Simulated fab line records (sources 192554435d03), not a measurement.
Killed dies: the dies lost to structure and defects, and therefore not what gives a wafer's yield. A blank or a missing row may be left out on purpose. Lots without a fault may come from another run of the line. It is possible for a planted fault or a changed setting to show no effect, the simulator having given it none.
Split-lot experiment | flow n5Finfet | route with 1938 steps; 7 lots, 21 wafers read

ABOUT THE SPLIT
At N5_SDB_ETCH_25 (etches SiO2 in C4F6/O2, target depth 10 nm, time 3.3 s), the setting timeS was moved away from the recipe's 3.3 s on 11 of the 21 wafers read, by -18.1% to +20.5%. For the rest of the wafers, this setting stayed at what the recipe calls for.

The reading comes from the split's own step.

THE READING
etch.depthNm (the simulator's own value, which no gauge read), in nm, at N5_SDB_ETCH_25 (etches SiO2 in C4F6/O2, target depth 10 nm, time 3.3 s). No usual value for it is given in the file. The 10 wafers here that ran the recipe average 10.162 nm, standard deviation 0.16 nm.

wafer  | tool, chamber at the split | timeS as run, s | against the recipe | etch.depthNm, nm | against lot-mates on the recipe
L080.2 | rieDiel-05, 2              | 3.493           | +5.8%              | 10.82            | +0.822
L080.3 | rieDiel-05, 0              | 3.493           | +5.8%              | 10.3             | +0.302
L080.5 | rieDiel-05, 3              | 3.3             | recipe             | 9.998            | -
L081.1 | rieDiel-06, 3              | 3.3             | recipe             | 10.09            | -
L081.3 | rieDiel-06, 2              | 3.3             | recipe             | 10.01            | -
L081.4 | rieDiel-06, 1              | 3.3             | recipe             | 10.26            | -
L082.1 | rieDiel-06, 2              | 2.704           | -18.1%             | 8.174            | -2.006
L082.3 | rieDiel-06, 1              | 3.3             | recipe             | 10.18            | -
L082.4 | rieDiel-06, 0              | 2.704           | -18.1%             | 7.911            | -2.269
L083.1 | rieDiel-04, 3              | 3.3             | recipe             | 10.16            | -
L083.4 | rieDiel-04, 1              | 3.3             | recipe             | 9.972            | -
L083.6 | rieDiel-04, 3              | 3.3             | recipe             | 10.19            | -
L088.3 | rieDiel-06, 3              | 3.79            | +14.8%             | 11.62            | +1.400
L088.4 | rieDiel-06, 2              | 3.3             | recipe             | 10.22            | -
L088.5 | rieDiel-06, 3              | 3.79            | +14.8%             | 11.64            | +1.420
L093.2 | rieDiel-06, 3              | 3.783           | +14.6%             | 11.62            | +1.080
L093.4 | rieDiel-06, 0              | 3.783           | +14.6%             | 11.16            | +0.620
L093.5 | rieDiel-06, 1              | 3.3             | recipe             | 10.54            | -
L094.1 | rieDiel-04, 1              | 3.978           | +20.5%             | 11.9             | no lot-mate on the recipe
L094.2 | rieDiel-04, 2              | 3.978           | +20.5%             | 12.33            | no lot-mate on the recipe
L094.5 | rieDiel-04, 3              | 3.978           | +20.5%             | 12.21            | no lot-mate on the recipe

THE FIT
A straight line over all 21 wafers: etch.depthNm changes by +0.102 nm for each +1% of timeS; r = +0.98; the points scatter about the line by 0.21 nm.
The same after taking each lot's own level away (the mean of its wafers on the recipe; 18 wafers): +0.0971 nm for each +1%; r = +0.96; scatter 0.26 nm.
Per that fit: largest timeS move, reading shift of 2 nm.
The span of the lots' own levels, 9.9980 to 10.5400 nm, comes to 3.4 times the standard deviation stated above.
So the lot-to-lot level changes the slope little: the two slopes agree.
Check: -1.8 nm against its lot-mates is what the line predicts for one of the wafers moved furthest among these (-18.1%) when that wafer is left out of the fit. It came out at -2.01 nm against them.

THESE WAFERS: OTHER SPLITS
Other splits were also applied to these wafers ahead of the reading. Each is held against what the fit with the lots' levels taken away leaves over:
other split on the same wafers    | wafers away from the commonest value | r with etch.depthNm (lot level and that fit taken away)
N5_WELL_APT_COAT_02 spinRpm       | 4                                    | +0.08
N5_FIN_CUT_EXPOSE_05 doseMj       | 9                                    | -0.22
N5_FIN_CUT_ETCH_30 targetDepthA   | 8                                    | -0.47
N5_DUMMY_GATE_COAT_28 spinRpm     | 6                                    | -0.09
N5_SD_EPI_P_EPI_21 epiGrowthTimeS | 9                                    | -0.67

FILE'S OWN FIT
etch.depthNm changes by +0.0947 nm for each +1% of timeS, r = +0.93.
